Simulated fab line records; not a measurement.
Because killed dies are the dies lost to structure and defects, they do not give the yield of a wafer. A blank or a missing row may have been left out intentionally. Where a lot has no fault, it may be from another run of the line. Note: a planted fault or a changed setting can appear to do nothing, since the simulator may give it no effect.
Struck lot and sound lot, side by side || flow nand harc || 17 steps out of a route of 1302
Sound: wafers L104.4, L104.5, L104.6. Struck: wafer L119.4 (L119.2, L119.3, from the same lot, were not struck and are left out); the cause is given at the end.
Per side, at each step with rows, come the tool, then ch with its chambers, and then its first start. Under that, the readings that differ: sound wafers || struck wafers || difference of the means || sigmas: that difference in standard deviations of wafers without a fault.
alike: a reading whose means differ by less than 2 such deviations, as well as words and numbers matching on both sides. not compared: withheld readings; readings where some wafer has no value; bounds like >300 that might hide an equal value; numbers whose values overlap and for which the record gives no deviation.
Wherever a step has rows on one side only, a row that says differs or no value, or a row with sigmas, the two part there. Numbers that have no deviation but don't overlap get no sigmas and don't part them. A reading missing from all wafers of one side parts the sides only when that side holds two or more wafers.

NHARC_P_M2_INSPECT_11:
  sound: defect inspect-01 at day 7 06:31; struck: defect inspect-01 at day 13 13:55
  alike: raw defect count
then, 3 steps without rows for these wafers: NHARC_P_M2_DESCUM_14 (chemistry O2, time 3 s); NHARC_P_M2_ETCH_35 (etches the open film in N2/H2, target depth 40 nm, overetch 12 nm, time 43.94 s); NHARC_P_M2_ETCH_15 (etches the open film in C4F8/Ar, target depth 182.5 nm, time 91.2 s).
NHARC_P_M2_CD_MEAS_16:
  sound: cd sem-03 at day 7 06:53; struck: cd sem-01 at day 13 14:17
  alike: cd nm
NHARC_P_M2_STRIP_18: strips in N2/H2.
  sound on rie diel-03 ch 1,2,3, day 7 07:00; struck on rie diel-03 ch 2, day 13 14:23
{"reading": "throttle valve pct (%)", "sound": "14.169 14.185 14.180", "struck": 14.160, "difference": -0.018, "sigmas": -2}
  alike: drypump motor current A, oes product au, power w, rf vpp V, showerhead plenum p Torr
  not compared: rf hours counter h
NHARC_P_M2_ETCH_28: etches the open film in CF4/N2, target depth 30 nm, time 72.99 s.
  sound on rie diel-03 ch 0,1; struck on rie diel-03 ch 0
  alike: drypump motor current A, oes product au, rf vpp V, showerhead plenum p Torr, throttle valve pct
  not compared: rf hours counter h
then, 2 steps without rows for these wafers: NHARC_P_M2_STRIP_19 (strips in post etch residue remover, time 600 s); NHARC_P_M2_DEGAS_29 (time 60 s).
NHARC_P_M2_PRE_CLEAN_30: time 30 s.
  sound on pvd sputter-01; struck on pvd sputter-03
  alike: heater power w
NHARC_P_M2_PVD_20: deposits TaN, target thk 5 nm, time 8.06 s.
  sound on pvd sputter-01; struck on pvd sputter-03
  alike: throttle valve pct
NHARC_P_M2_PVD_21: deposits Cu, target thk 30 nm, time 20.49 s.
  sound on pvd sputter-01; struck on pvd sputter-03
  alike: throttle valve pct
NHARC_P_M2_ECD_22: material Cu, target thk 400 nm.
  sound on ecd cu-02 ch 0,1, day 7 08:03; struck on ecd cu-02 ch 0, day 13 15:22
  alike: bath heat duty pct
then, 1 step without rows for these wafers: NHARC_P_M2_ANNEAL_31 (time 90 s).
NHARC_P_M2_CMP_23: polishes, t overpolish 20 s, target thk 144.3 nm.
  sound on cmp-03 ch 0,1,3, day 7 08:46; struck on cmp-04 ch 0, day 13 16:05
{"reading": "time to endpoint s (s)", "sound": "27.3 32.3 28.4", "struck": 13.5, "difference": -15.8, "sigmas": -6}
  alike: motor current A
  not compared: pad life wafers
NHARC_P_M2_THK_MEAS_24: measures by xrf.
  sound: film metro-02 at day 7 08:59; struck: film metro-01 at day 13 16:24
  alike: thk nm
-- jump in the record: it breaks off in module P_M2 and resumes in module END (first step shown: number 1302 of the route), and 17 days separate the struck wafers' starts before and after --
NHARC_END_SORT_01:
  here the record holds rows for the struck wafers (prober-01 ch 0, day 30 17:40) but none for the sound ones

WHERE THEY PART
Earliest at NHARC_P_M2_STRIP_18; latest, in this record, at NHARC_END_SORT_01.

WHY: whatever the simulator had introduced
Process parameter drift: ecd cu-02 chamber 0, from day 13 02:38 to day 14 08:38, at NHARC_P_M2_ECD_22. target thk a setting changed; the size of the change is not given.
